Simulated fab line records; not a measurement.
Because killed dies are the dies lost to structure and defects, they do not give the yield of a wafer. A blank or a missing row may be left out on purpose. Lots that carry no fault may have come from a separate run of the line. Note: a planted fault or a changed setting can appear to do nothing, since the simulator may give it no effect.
fab line records	flow nand-harc
record lots=6	wafers=18	last-day=24
route steps=1159 shown P_M1@296 P_M2@318 END@1159
lots with no fault: from the same line, run without faults
start-h: start of the lot's first displayed wafer, in hours after the record's first day	wait-h: time in hours since the lot's previous step	" as in the row above	L1.1+2: a row that stands for several wafers	- no value present, or no start provided	* or withheld: withheld	< > ~ a bound
route shown NAME@n: NAME is a module with steps in the file, n the number in the route of the first one	usual: mean/standard deviation of fault-free wafers	same: alike in all rows	chamber/n: place in a boat	sites: each site's reading	_std_site: how widely they spread, as a standard deviation	_edge_site: inner sites' mean taken away from outer sites' mean	radius-mm: how far each site lies from the wafer's centre	mask NAME#n: copy n	behind: the last tool/chamber to shape the wafer	hold: cause of the lot's hold/its duration in hours/its outcome	device: whichever transistor did not switch (one of n, p or np)	end of line: tests of these same wafers at the route's end	a step with no rows: only its recipe	killed: not the wafer's yield, but the dies lost to structure and defects at the first sort	map: dies across one wafer; x = killed, . = not, _ = none there
set.NAME: the run value of the setting; set.NAME@STEP: its run value at that earlier step	model.NAME: the simulator's own value behind a step, which no gauge read
certain route steps with their lots: each step a table, each wafer a row
services: when a tool's chamber went out of use (start-h, in hours from the record's first day, below 0 if earlier), for how many hours, and the reason
## steps
# step NHARC_P_M1_OVL_MEAS_10
# recipe pitch-nm=260
# usual overlay-x-nm=0.0/0.84	overlay-y-nm=0.2/0.81
lot.wafer	tool	chamber	start-h	wait-h	overlay-x-nm	overlay-y-nm
L853.1	overlay-01	-	153.89	-	0.4	-1.3
L853.2	"	-	"	"	-0.3	-1.8
L853.3	"	-	"	"	-0.1	-1.6
L855.2	overlay-02	-	164.06	-	-0.1	0.8
L855.4	"	-	"	"	0.3	1.2
L855.5	"	-	"	"	0.1	1.2
L858.4	overlay-02	-	177.91	-	1.0	0.5
L858.5	"	-	"	"	0.9	0.2
L858.6	"	-	"	"	1.3	0.4
L862.2	overlay-01	-	215.32	-	-0.5	0.0
L862.3	"	-	"	"	-0.2	-0.5
L862.4	"	-	"	"	-0.2	0.2
L864.2	overlay-01	-	218.12	-	0.7	1.2
L864.3	"	-	"	"	0.3	1.2
L864.4	"	-	"	"	0.1	1.3
L870.1	overlay-02	-	250.90	-	0.4	0.4
L870.3	"	-	"	"	0.2	0.8
L870.6	"	-	"	"	0.1	0.8
# step NHARC_P_M1_INSPECT_11
# usual raw-defect-count=4.0/2.2
lot.wafer	tool	chamber	start-h	wait-h	raw-defect-count
L853.1	defect-inspect-01	-	153.93	0.0	2
L853.2	"	-	"	"	5
L853.3	"	-	"	"	2
L855.2	defect-inspect-01	-	164.10	0.0	1
L855.4	"	-	"	"	3
L855.5	"	-	"	"	1
L858.4	defect-inspect-01	-	177.95	0.0	3
L858.5	"	-	"	"	4
L858.6	"	-	"	"	1
L862.2	defect-inspect-02	-	215.36	0.0	3
L862.3	"	-	"	"	1
L862.4	"	-	"	"	8
L864.2	defect-inspect-02	-	218.16	0.0	7
L864.3	"	-	"	"	3
L864.4	"	-	"	"	3
L870.1	defect-inspect-01	-	250.93	0.0	3
L870.3	"	-	"	"	1
L870.6	"	-	"	"	3
# step NHARC_P_M1_DESCUM_14
# recipe time-s=3	o2-flow-sccm=200	ar-flow-sccm=0	bias-power-w=0	chemistry=O2
# step NHARC_P_M1_ETCH_35
# recipe target-depth-a=400	overetch-a=120	time-s=43.94	ion-energy-ev=200	n2-flow-sccm=150	h2-flow-sccm=150	ar-flow-sccm=0	rf-w=400	bias-w=150	chemistry=N2/H2
# usual drypump-motor-current-A=5.8/0.49	oes-product-au=0.995/0.0093	rf-vpp-V=429.2/2.4	showerhead-plenum-p-Torr=1.99/0.081	throttle-valve-pct=14.171/0.0098
lot.wafer	tool	chamber	start-h	wait-h	drypump-motor-current-A	oes-product-au	rf-hours-counter-h	rf-vpp-V	showerhead-plenum-p-Torr	throttle-valve-pct
L853.3	rie-diel-06	1	154.08	0.1	6.2	1.006	6.8	433.4	2.13	14.170
L853.2	"	2	"	"	4.8	0.992	5.6	428.1	1.98	14.158
L853.1	"	3	"	"	5.6	0.998	5.0	431.9	2.09	14.187
L855.2	rie-diel-07	3	164.25	0.1	6.0	0.988	2.7	427.5	1.93	14.182
L855.4	"	1	"	"	6.6	1.012	2.6	428.8	1.95	14.171
L855.5	"	0	"	"	5.5	0.993	-	426.1	1.91	14.174
L858.4	rie-diel-07	0	178.14	0.1	5.5	0.985	-	425.2	1.91	14.177
L858.5	"	1	"	"	6.6	1.011	-	427.6	1.95	14.192
L858.6	"	3	"	"	6.0	0.994	-	429.0	1.93	14.169
L862.2	rie-diel-07	0	215.50	0.1	5.5	0.986	3.1	427.3	1.91	14.181
L862.4	"	1	"	"	6.6	1.003	3.5	427.4	1.95	14.157
L862.3	"	2	"	"	5.7	0.974	3.5	432.8	2.13	14.162
L864.4	rie-diel-07	3	218.30	0.1	6.0	0.990	3.9	427.8	1.93	14.160
L864.2	"	0	"	"	5.5	0.994	3.3	428.3	1.91	14.185
L864.3	"	2	"	"	5.6	0.984	3.8	432.2	2.13	14.167
L870.1	rie-diel-12	1	251.09	0.1	6.0	1.010	3.3	426.7	1.90	14.157
L870.3	"	3	"	"	5.2	0.995	3.9	431.7	2.03	14.168
L870.6	"	1	"	"	6.0	0.997	-	424.9	1.90	14.158
# step NHARC_P_M1_ETCH_15
# recipe target-depth-a=1825	time-s=91.2	c4f8-flow-sccm=withheld	ar-flow-sccm=400	rf-w=600	bias-w=300	chemistry=C4F8/Ar
# usual oes-product-au=0.957/0.018	rf-vpp-V=439.4/2.4
lot.wafer	tool	chamber	start-h	wait-h	oes-product-au	rf-hours-counter-h	rf-vpp-V
L853.2	rie-diel-06	3	-	-	0.963	5.1	442.1
L853.1	"	0	"	"	0.959	6.1	440.9
L853.3	"	2	"	"	0.948	5.6	439.2
L855.4	rie-diel-07	0	-	-	0.943	2.2	437.5
L855.2	"	1	"	"	0.971	2.6	438.4
L855.5	"	2	"	"	0.935	-	442.1
L858.5	rie-diel-07	3	-	-	0.922	-	437.6
L858.4	"	0	"	"	0.929	-	436.3
L858.6	"	1	"	"	0.932	-	439.1
L862.3	rie-diel-07	0	-	-	0.972	3.1	435.8
L862.4	"	1	"	"	0.957	3.5	438.3
L862.2	"	2	"	"	0.932	3.5	442.7
L864.3	rie-diel-07	0	-	-	0.922	3.3	438.5
L864.4	"	2	"	"	0.908	3.8	443.8
L864.2	"	3	"	"	0.928	4.0	437.6
L870.3	rie-diel-12	2	-	-	0.976	4.8	436.1
L870.1	"	3	"	"	0.967	4.0	440.3
L870.6	"	3	"	"	0.973	-	441.0
# step NHARC_P_M1_CD_MEAS_16
# usual cd-nm=129.5/0.84
lot.wafer	tool	chamber	start-h	wait-h	cd-nm
L853.1	cd-sem-02	-	154.29	-	130.1
L853.2	"	-	"	"	129.6
L853.3	"	-	"	"	129.7
L855.2	cd-sem-02	-	164.47	-	127.9
L855.4	"	-	"	"	129.3
L855.5	"	-	"	"	127.6
L858.4	cd-sem-02	-	178.37	-	130.7
L858.5	"	-	"	"	130.2
L858.6	"	-	"	"	129.1
L862.2	cd-sem-03	-	215.72	-	128.4
L862.3	"	-	"	"	129.6
L862.4	"	-	"	"	129.1
L864.2	cd-sem-01	-	218.53	-	129.9
L864.3	"	-	"	"	130.0
L864.4	"	-	"	"	128.3
L870.1	cd-sem-01	-	251.30	-	128.4
L870.3	"	-	"	"	127.8
L870.6	"	-	"	"	128.5
# step NHARC_P_M1_STRIP_18
# recipe power-w=1000	n2-flow-sccm=150	h2-flow-sccm=150	ar-flow-sccm=0	bias-w=0	chemistry=N2/H2
# step NHARC_P_M1_ETCH_28
# recipe target-depth-a=300	over-etch-frac=0.3	time-s=72.99	ion-energy-ev=150	cf4-flow-sccm=50	n2-flow-sccm=100	ar-flow-sccm=150	rf-w=300	bias-w=100	chemistry=CF4/N2
# step NHARC_P_M1_STRIP_19
# recipe time-s=600	temp-c=30	chemistry=post-etch-residue-remover
# step NHARC_P_M1_DEGAS_29
# recipe temp-c=250	time-s=60
# usual heater-power-w=347/36
lot.wafer	tool	chamber	start-h	wait-h	heater-power-w
L853.2	pvd-sputter-01	-	155.01	-	360
L853.1	"	-	"	"	311
L853.3	"	-	"	"	383
L855.4	pvd-sputter-02	-	165.19	-	318
L855.2	"	-	"	"	356
L855.5	"	-	"	"	315
L858.4	pvd-sputter-03	-	179.09	-	369
L858.6	"	-	"	"	315
L858.5	"	-	"	"	390
L862.3	pvd-sputter-01	-	216.45	-	298
L862.2	"	-	"	"	419
L862.4	"	-	"	"	359
L864.4	pvd-sputter-01	-	219.24	-	347
L864.3	"	-	"	"	304
L864.2	"	-	"	"	425
L870.3	pvd-sputter-02	-	252.06	-	373
L870.1	"	-	"	"	320
L870.6	"	-	"	"	369
# step NHARC_P_M1_PRE_CLEAN_30
# recipe time-s=30	temp-c=280	gas=H2/He
# step NHARC_P_M1_PVD_20
# recipe target-thk-a=50	bias-v=168.6	power-w=15000	chamber-pressure-pa=0.12	time-s=8.06	substrate-temp-c=50	material=TaN
# step NHARC_P_M1_PVD_21
# recipe target-thk-a=300	chamber-pressure-pa=5	power-w=5000	substrate-temp-c=30	time-s=20.49	material=Cu
# usual throttle-valve-pct=30.2/0.68
lot.wafer	tool	chamber	start-h	wait-h	throttle-valve-pct
L853.1	pvd-sputter-01	-	155.23	-	30.6
L853.2	"	-	"	"	30.9
L853.3	"	-	"	"	30.3
L855.2	pvd-sputter-02	-	165.42	-	30.1
L855.4	"	-	"	"	29.7
L855.5	"	-	"	"	30.2
L858.4	pvd-sputter-03	-	179.48	-	30.0
L858.5	"	-	"	"	29.4
L858.6	"	-	"	"	30.8
L862.4	pvd-sputter-01	-	216.99	-	31.0
L862.2	"	-	"	"	31.0
L862.3	"	-	"	"	28.8
L864.2	pvd-sputter-01	-	219.46	-	31.0
L864.3	"	-	"	"	28.8
L864.4	"	-	"	"	30.6
L870.1	pvd-sputter-02	-	252.31	-	29.2
L870.3	"	-	"	"	30.4
L870.6	"	-	"	"	31.2
# step NHARC_P_M1_ECD_22
# recipe target-thk-a=4000	bath-temp-c=25	material=Cu
# step NHARC_P_M1_ANNEAL_31
# recipe temp-c=225	time-s=90
# step NHARC_P_M1_CMP_23
# recipe t-overpolish-s=20	target-thk-nm=157.82
# usual motor-current-A=12.2/0.91	time-to-endpoint-s=27.9/2.5
lot.wafer	tool	chamber	start-h	wait-h	motor-current-A	time-to-endpoint-s
L853.3	cmp-01	0	156.13	-	12.8	28.8
L853.1	"	1	"	"	11.8	28.7
L853.2	"	2	"	"	12.2	31.1
L855.4	cmp-01	3	166.28	-	12.0	21.1
L855.2	"	2	"	"	11.8	27.9
L855.5	"	0	"	"	13.3	29.0
L858.4	cmp-01	0	180.33	-	13.2	29.2
L858.6	"	3	"	"	12.4	29.4
L858.5	"	0	"	"	13.3	30.6
L862.3	cmp-01	3	217.89	-	12.6	24.5
L862.2	"	0	"	"	12.9	29.7
L862.4	"	1	"	"	12.3	27.3
L864.3	cmp-01	1	220.32	-	12.5	28.6
L864.4	"	2	"	"	12.4	29.6
L864.2	"	0	"	"	13.4	30.6
L870.1	cmp-01	0	253.43	-	13.7	28.2
L870.3	"	2	"	"	11.4	27.4
L870.6	"	1	"	"	12.6	26.0
# step NHARC_P_M1_SRD_25
# step NHARC_P_M1_INSPECT_27
# usual raw-defect-count=317/120
lot.wafer	tool	chamber	start-h	wait-h	raw-defect-count
L853.1	defect-inspect-02	-	156.58	0.0	360
L853.2	"	-	"	"	627
L853.3	"	-	"	"	466
L855.2	defect-inspect-01	-	166.76	0.0	316
L855.4	"	-	"	"	342
L855.5	"	-	"	"	346
L858.4	defect-inspect-01	-	180.77	0.0	186
L858.5	"	-	"	"	195
L858.6	"	-	"	"	161
L862.2	defect-inspect-01	-	218.33	0.0	319
L862.3	"	-	"	"	548
L862.4	"	-	"	"	473
L864.2	defect-inspect-02	-	220.79	0.0	249
L864.3	"	-	"	"	362
L864.4	"	-	"	"	194
L870.1	defect-inspect-02	-	253.93	0.0	353
L870.3	"	-	"	"	221
L870.6	"	-	"	"	286
# step NHARC_P_M1_PRE_CLEAN_32
# recipe time-s=12	temp-c=370	rf-power-w=300	gas=NH3
# step NHARC_P_M1_DEP_33
# recipe target-thk-a=300	temp-c=370	target-thk-nm=30	pressure-torr=3	flow-sccm=200	rf-w=450	material=SiCN
# usual heater-power-w=556/58
lot.wafer	tool	chamber	start-h	wait-h	heater-power-w	since-wet-clean-h
L853.3	pecvd-01	0	156.73	0.1	614	88
L853.1	"	1	"	"	635	88
L853.2	"	2	"	"	509	88
L855.2	pecvd-02	0	166.99	0.1	497	1
L855.4	"	2	"	"	490	-
L855.5	"	0	"	"	511	-
L858.5	pecvd-03	2	181.05	0.2	490	-
L858.6	"	0	"	"	569	-
L858.4	"	1	"	"	563	-
L862.3	pecvd-01	1	218.48	0.1	714	149
L862.2	"	2	"	"	627	149
L862.4	"	1	"	"	740	-
L864.3	pecvd-02	1	220.94	0.1	581	55
L864.2	"	0	"	"	531	55
L864.4	"	1	"	"	595	-
L870.3	pecvd-03	2	254.08	0.1	556	130
L870.1	"	0	"	"	471	130
L870.6	"	1	"	"	493	-
# step NHARC_P_M2_DEP_00
# recipe target-thk-a=1825	target-thk-nm=182.5	temp-c=withheld	pressure-torr=5	flow-sccm=200	rf-w=600	material=SiOC
# step NHARC_P_M2_DEHYDRATE_01
# recipe temp-c=150	time-s=120
# step NHARC_P_M2_HMDS_02
# recipe time-s=30
# step NHARC_P_M2_COAT_34
# recipe temp-c=200	time-s=65
# step NHARC_P_M2_COAT_03
# recipe spin-rpm=1500	resist-thk-nm=90
# step NHARC_P_M2_SOFTBAKE_04
# recipe temp-c=105	time-s=55
# step NHARC_P_M2_EBR_05
# step NHARC_P_M2_EXPOSE_06
# recipe na=1.35	target-cd-nm=170	dose-mj=80.78	mask-id=P_M2
# step NHARC_P_M2_PEB_07
# recipe peb-temp-c=100	peb-time-s=65
# step NHARC_P_M2_DEVELOP_08
# recipe develop-time-s=35	dev-temp-c=23
# step NHARC_P_M2_CD_MEAS_09
# recipe target-cd-nm=170	landing-energy-ev=500
# usual cd-nm=169.9/0.65
lot.wafer	tool	chamber	start-h	wait-h	cd-nm
L853.1	cd-sem-01	0	157.97	-	169.6
L853.2	"	0	"	"	170.5
L853.3	"	0	"	"	170.6
L855.2	cd-sem-01	0	168.15	-	169.6
L855.4	"	0	"	"	170.3
L855.5	"	0	"	"	170.2
L858.4	cd-sem-01	0	182.18	-	170.6
L858.5	"	0	"	"	169.6
L858.6	"	0	"	"	169.9
L862.2	cd-sem-02	0	219.87	-	170.7
L862.3	"	0	"	"	169.8
L864.2	cd-sem-02	0	222.20	-	170.1
L864.3	"	0	"	"	170.3
L870.1	cd-sem-02	0	255.31	-	169.5
L870.3	"	0	"	"	170.6
L870.6	"	0	"	"	169.1
# step NHARC_P_M2_OVL_MEAS_10
# recipe pitch-nm=340
# usual overlay-x-nm=-0.1/0.89	overlay-y-nm=0.2/0.8
lot.wafer	tool	chamber	start-h	wait-h	overlay-x-nm	overlay-y-nm
L853.1	overlay-02	-	158.06	-	-0.1	-0.5
L853.2	"	-	"	"	-0.7	-0.4
L853.3	"	-	"	"	0.4	0.2
L855.2	overlay-01	-	168.24	-	-0.3	1.6
L855.4	"	-	"	"	-0.6	1.8
L855.5	"	-	"	"	-0.6	1.7
L858.4	overlay-01	-	182.26	-	1.2	1.0
L858.5	"	-	"	"	1.4	0.4
L858.6	"	-	"	"	1.5	0.3
L862.2	overlay-01	-	219.96	-	-0.5	0.2
L862.3	"	-	"	"	-1.7	-0.4
L864.2	overlay-02	-	222.28	-	-1.1	-0.6
L864.3	"	-	"	"	-1.9	-0.3
L870.1	overlay-01	-	255.39	-	0.5	0.7
L870.3	"	-	"	"	1.1	0.0
L870.6	"	-	"	"	0.8	0.5
# step NHARC_P_M2_INSPECT_11
# usual raw-defect-count=4.2/2.5
lot.wafer	tool	chamber	start-h	wait-h	raw-defect-count
L853.1	defect-inspect-02	-	158.10	0.0	4
L853.2	"	-	"	"	4
L853.3	"	-	"	"	3
L855.2	defect-inspect-01	-	168.27	0.0	4
L855.4	"	-	"	"	1
L855.5	"	-	"	"	0
L858.4	defect-inspect-02	-	182.30	0.0	3
L858.5	"	-	"	"	1
L858.6	"	-	"	"	0
L862.2	defect-inspect-02	-	220.00	0.0	5
L862.3	"	-	"	"	1
L864.2	defect-inspect-01	-	222.32	0.0	8
L864.3	"	-	"	"	5
L870.1	defect-inspect-02	-	255.43	0.0	6
L870.3	"	-	"	"	2
L870.6	"	-	"	"	2
# step NHARC_P_M2_DESCUM_14
# recipe time-s=3	o2-flow-sccm=200	ar-flow-sccm=0	bias-power-w=0	chemistry=O2
# step NHARC_P_M2_ETCH_35
# recipe target-depth-a=400	overetch-a=120	time-s=43.94	ion-energy-ev=200	n2-flow-sccm=150	h2-flow-sccm=150	ar-flow-sccm=0	rf-w=400	bias-w=150	chemistry=N2/H2
# step NHARC_P_M2_ETCH_15
# recipe target-depth-a=1825	time-s=91.2	c4f8-flow-sccm=withheld	ar-flow-sccm=400	rf-w=600	bias-w=300	chemistry=C4F8/Ar
# step NHARC_P_M2_CD_MEAS_16
# usual cd-nm=170.0/0.82
lot.wafer	tool	chamber	start-h	wait-h	cd-nm
L853.1	cd-sem-01	-	158.46	-	170.1
L853.2	"	-	"	"	170.5
L853.3	"	-	"	"	171.3
L855.2	cd-sem-01	-	168.64	-	170.9
L855.4	"	-	"	"	170.4
L855.5	"	-	"	"	170.4
L858.4	cd-sem-02	-	182.67	-	170.4
L858.5	"	-	"	"	169.3
L858.6	"	-	"	"	170.2
L862.2	cd-sem-02	-	220.36	-	170.4
L862.3	"	-	"	"	169.9
L864.2	cd-sem-03	-	222.69	-	170.7
L864.3	"	-	"	"	170.3
L870.1	cd-sem-03	-	255.82	-	169.3
L870.3	"	-	"	"	171.1
L870.6	"	-	"	"	169.4
# step NHARC_P_M2_STRIP_18
# recipe power-w=1000	n2-flow-sccm=150	h2-flow-sccm=150	ar-flow-sccm=0	bias-w=0	chemistry=N2/H2
# step NHARC_P_M2_ETCH_28
# recipe target-depth-a=300	over-etch-frac=0.3	time-s=72.99	ion-energy-ev=150	cf4-flow-sccm=50	n2-flow-sccm=100	ar-flow-sccm=150	rf-w=300	bias-w=100	chemistry=CF4/N2
# step NHARC_P_M2_STRIP_19
# recipe time-s=600	temp-c=30	chemistry=post-etch-residue-remover
# step NHARC_END_SORT_01
# recipe temp-c=25
# usual defect-limited-yield=95.5/1.3	killed-at-array=27/8.8	killed-at-other=0.4/0.82	killed-at-periphery=3.1/2.1	killed-dies=31/8.8	killed-open=3.3/2	killed-short=2.0/1.4	sort_bin_2_pct=1.3/0.56	sort_bin_3_pct=0.25/0.21	sort_bin_4_pct=2.9/0.89	sort-n-pass=646/8.8	sort-rim-yield-pct=95.8/2.7	sort-yield-pct=95.5/1.3
# same gross-dies=677	sort_bin_5_pct[%]=0	sort_bin_6_pct[%]=0	sort_bin_7_pct[%]=0	sort_bin_8_pct[%]=0	sort-rim-n-gross=106.00
lot.wafer	tool	chamber	start-h	wait-h	defect-limited-yield[%]	killed-at-array	killed-at-other	killed-at-periphery	killed-dies	killed-open	killed-short	sort_bin_2_pct[%]	sort_bin_3_pct[%]	sort_bin_4_pct[%]	sort-n-pass	sort-rim-yield-pct[%]	sort-yield-pct[%]
L864.4	prober-01	0	519.49	3.4	0	34	0	643	677	4	1	95.9	0.30	3.8	0	0	0
L862.4	prober-01	0	548.48	3.4	0	37	0	640	677	3	2	95.7	0.30	4.0	0	0	0
# killed by level:class
L864.4 P_M1:area-pvd=640 A_SLIT:chamber-film-flake=17 A_CONTACT:chamber-film-flake=8 A_CONTACT:geometric-particle:open=2 P_GATE:chamber-film-flake=2 A_STAIRCASE:chamber-film-flake=2 A_CHANNEL_FILL_D1:geometric-particle:short=1 A_CHANNEL_FILL_D1:geometric-particle:open=1
L862.4 P_M1:area-pvd=638 A_SLIT:chamber-film-flake=16 A_CHANNEL_HOLE_D1:chamber-film-flake=6 A_CONTACT:chamber-film-flake=6 A_ZERO_WELL:chamber-film-flake=3 A_CONTACT:geometric-particle:open=2 A_SOURCE_PLATE:geometric-particle:open=1 A_SGD_CUT:geometric-particle:short=1
# map L862.4 (x killed, . not)
____________x____________
_________xxxxxxx_________
_______xxxxxxxxxxx_______
______xxxxxxxxxxxxx______
_____xxxxxxxxxxxxxxx_____
____xxxxxxxxxxxxxxxxx____
____xxxxxxxxxxxxxxxxx____
___xxxxxxxxxxxxxxxxxxx___
___xxxxxxxxxxxxxxxxxxx___
__xxxxxxxxxxxxxxxxxxxxx__
__xxxxxxxxxxxxxxxxxxxxx__
_xxxxxxxxxxxxxxxxxxxxxxx_
_xxxxxxxxxxxxxxxxxxxxxxx_
_xxxxxxxxxxxxxxxxxxxxxxx_
_xxxxxxxxxxxxxxxxxxxxxxx_
_xxxxxxxxxxxxxxxxxxxxxxx_
xxxxxxxxxxxxxxxxxxxxxxxxx
xxxxxxxxxxxxxxxxxxxxxxxxx
xxxxxxxxxxxxxxxxxxxxxxxxx
xxxxxxxxxxxxxxxxxxxxxxxxx
xxxxxxxxxxxxxxxxxxxxxxxxx
_xxxxxxxxxxxxxxxxxxxxxxx_
_xxxxxxxxxxxxxxxxxxxxxxx_
_xxxxxxxxxxxxxxxxxxxxxxx_
_xxxxxxxxxxxxxxxxxxxxxxx_
_xxxxxxxxxxxxxxxxxxxxxxx_
__xxxxxxxxxxxxxxxxxxxxx__
__xxxxxxxxxxxxxxxxxxxxx__
___xxxxxxxxxxxxxxxxxxx___
___xxxxxxxxxxxxxxxxxxx___
____xxxxxxxxxxxxxxxxx____
____xxxxxxxxxxxxxxxxx____
_____xxxxxxxxxxxxxxx_____
______xxxxxxxxxxxxx______
_______xxxxxxxxxxx_______
_________xxxxxxx_________
____________x____________
# map L864.4 (x killed, . not)
____________x____________
_________xxxxxxx_________
_______xxxxxxxxxxx_______
______xxxxxxxxxxxxx______
_____xxxxxxxxxxxxxxx_____
____xxxxxxxxxxxxxxxxx____
____xxxxxxxxxxxxxxxxx____
___xxxxxxxxxxxxxxxxxxx___
___xxxxxxxxxxxxxxxxxxx___
__xxxxxxxxxxxxxxxxxxxxx__
__xxxxxxxxxxxxxxxxxxxxx__
_xxxxxxxxxxxxxxxxxxxxxxx_
_xxxxxxxxxxxxxxxxxxxxxxx_
_xxxxxxxxxxxxxxxxxxxxxxx_
_xxxxxxxxxxxxxxxxxxxxxxx_
_xxxxxxxxxxxxxxxxxxxxxxx_
xxxxxxxxxxxxxxxxxxxxxxxxx
xxxxxxxxxxxxxxxxxxxxxxxxx
xxxxxxxxxxxxxxxxxxxxxxxxx
xxxxxxxxxxxxxxxxxxxxxxxxx
xxxxxxxxxxxxxxxxxxxxxxxxx
_xxxxxxxxxxxxxxxxxxxxxxx_
_xxxxxxxxxxxxxxxxxxxxxxx_
_xxxxxxxxxxxxxxxxxxxxxxx_
_xxxxxxxxxxxxxxxxxxxxxxx_
_xxxxxxxxxxxxxxxxxxxxxxx_
__xxxxxxxxxxxxxxxxxxxxx__
__xxxxxxxxxxxxxxxxxxxxx__
___xxxxxxxxxxxxxxxxxxx___
___xxxxxxxxxxxxxxxxxxx___
____xxxxxxxxxxxxxxxxx____
____xxxxxxxxxxxxxxxxx____
_____xxxxxxxxxxxxxxx_____
______xxxxxxxxxxxxx______
_______xxxxxxxxxxx_______
_________xxxxxxx_________
____________x____________
## services
tool	chamber	start-h	hours	kind
rie-diel-07	0	133.70	-	clean
rie-diel-07	1	133.70	-	clean
rie-diel-07	2	133.70	-	clean
rie-diel-12	-	143.37	0.6	repair
pecvd-02	-	153.24	13.0	pm
pvd-sputter-01	-	158.00	10.0	pm
pecvd-01	-	164.88	0.4	repair
pecvd-02	-	170.52	0.4	repair
rie-diel-07	2	173.27	8.1	repair
pvd-sputter-02	-	188.30	6.9	repair
cmp-01	-	189.85	4.0	pm
rie-diel-12	-	202.56	9.0	pm
pecvd-02	0	207.03	5.3	repair
pecvd-02	-	211.36	0.4	repair
pvd-sputter-02	-	215.37	10.0	pm
pecvd-01	-	215.71	0.7	repair
pecvd-01	-	218.99	0.6	repair
pecvd-01	0	224.78	8.1	repair
rie-diel-07	-	228.20	9.0	pm
pecvd-02	-	235.98	0.8	repair
pecvd-01	-	237.46	13.0	pm
rie-diel-12	1	239.65	10.6	repair
rie-diel-06	-	241.49	9.0	pm
rie-diel-12	3	241.92	3.9	repair
## key
first-sign step=NHARC_END_SORT_01	reading=killed-at-periphery	direction=up	sigmas=99+	usual=3.1	struck=641.5
effect step=NHARC_END_SORT_01	reading=sort_bin_2_pct	direction=up	sigmas=99+	usual=1.3	struck=95.8
more-kills-born-at NHARC_P_M1_PVD_21@pvd-sputter-01=1278
met-at NHARC_P_M1_PVD_21
struck-wafers L862.4,L864.4
later-rows-left-out L862.4,L864.4
onset-between 155.23 216.99
fault kind=process-parameter-drift	tool=pvd-sputter-01	chamber=-	onset-h=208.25	steps=NHARC_P_M1_PVD_21	channel=target-thk-a	offset=*	shape=step	end-h=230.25	scope=struck-wafers-only	acts-in=*	stated=*
# later-rows-left-out: the simulator's readings of these wafers behind a module that went badly wrong aren't trusted and aren't shown, but for the sort
